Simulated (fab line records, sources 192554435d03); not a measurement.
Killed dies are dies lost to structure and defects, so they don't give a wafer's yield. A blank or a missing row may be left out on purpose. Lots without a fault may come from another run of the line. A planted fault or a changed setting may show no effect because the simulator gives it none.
One fault seen from 2 desks | flow n5_finfet | each desk has only its own numbers; what lay behind them comes last

THE METROLOGY DESK
What the gauges read, lot by lot, whatever tool the lot ran on: means of the sampled wafers that have a number. A lot is out of limits, marked OUT, if its mean lies more than 4 standard deviations from the usual mean; the brackets give that distance. Of its 10 readings 7 are shown: those that lie furthest out on some lot.
Columns: A = DIBL_N at N5_BEOL_M4_RC_MEAS_101, usual 35.8 mV/V; B = DIBL_P at N5_BEOL_M4_RC_MEAS_101, usual 36.0 mV/V; C = IOFF_N at N5_BEOL_M4_RC_MEAS_101, usual 0.151 nA/um; D = IOFF_P at N5_BEOL_M4_RC_MEAS_101, usual 0.21 nA/um; E = ION_N at N5_BEOL_M4_RC_MEAS_101, usual 673 uA/um; F = VT_N at N5_BEOL_M4_RC_MEAS_101, usual 251 mV; G = VT_P at N5_BEOL_M4_RC_MEAS_101, usual -250 mV
lot  | first seen here | A    | B    | C     | D    | E   | F   | G
L791 | day 9 17:01     | 37.0 | 36.7 | 0.147 | 0.21 | 673 | 250 | -249
L804 | day 12 13:17    | 34.2 | 34.2 | 0.138 | 0.18 | 676 | 251 | -251
L809 | day 14 02:21    | 34.7 | 34.3 | 0.122 | 0.17 | 662 | 254 | -255
This desk's finding: nothing out of limits on any of the 3 lots.

THE TOOL OWNER'S DESK: pecvd-02
The tool's own readings at N5_BEOL_M2_PECVD_72 (deposits SiO2 from TEOS/O2, target thk 16 nm, time 18 s): means of the sampled wafers that have a number, for each lot that ran on this tool. A lot is out of limits, marked OUT, if its mean lies more than 4 standard deviations from the usual mean; the brackets give that distance.
Columns: A = chamber_pressure_Torr at N5_BEOL_M2_PECVD_72, usual 5.500 Torr; B = heater_power_w at N5_BEOL_M2_PECVD_72, usual 698 W; C = showerhead_plenum_p_Torr at N5_BEOL_M2_PECVD_72, usual 8.78 Torr; D = susceptor_temp_C at N5_BEOL_M2_PECVD_72, usual 400.02 C; E = throttle_valve_pct at N5_BEOL_M2_PECVD_72, usual 22.0 %
lot  | first seen here | A     | B   | C    | D                | E
L791 | day 7 23:14     | 5.496 | 650 | 8.79 | 400.01           | 21.4
L804 | day 11 03:56    | 5.501 | 705 | 8.77 | 405.98 (+26) OUT | 21.8
This desk's finding: out of limits on L804; first on L804, day 11 03:56 (susceptor_temp_C at N5_BEOL_M2_PECVD_72). In limits: L791.

PUT TOGETHER
The tool owner's desk could have raised an alarm at day 11 03:56, on L804.
The metrology desk saw nothing out of limits.
The metrology desk has L804 on record, within its limits.
Of the lots named, all ran N5_BEOL_M2_PECVD_72 on pecvd-02.

WHAT THE SIMULATOR HAD PUT IN
Process parameter drift: pecvd-02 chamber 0, from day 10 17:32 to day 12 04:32, at N5_BEOL_M2_PECVD_72. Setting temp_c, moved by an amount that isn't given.
Lots struck among those shown: L804.
Hours from the fault's start to each desk's first reading out of limits: the tool owner's desk, 10.
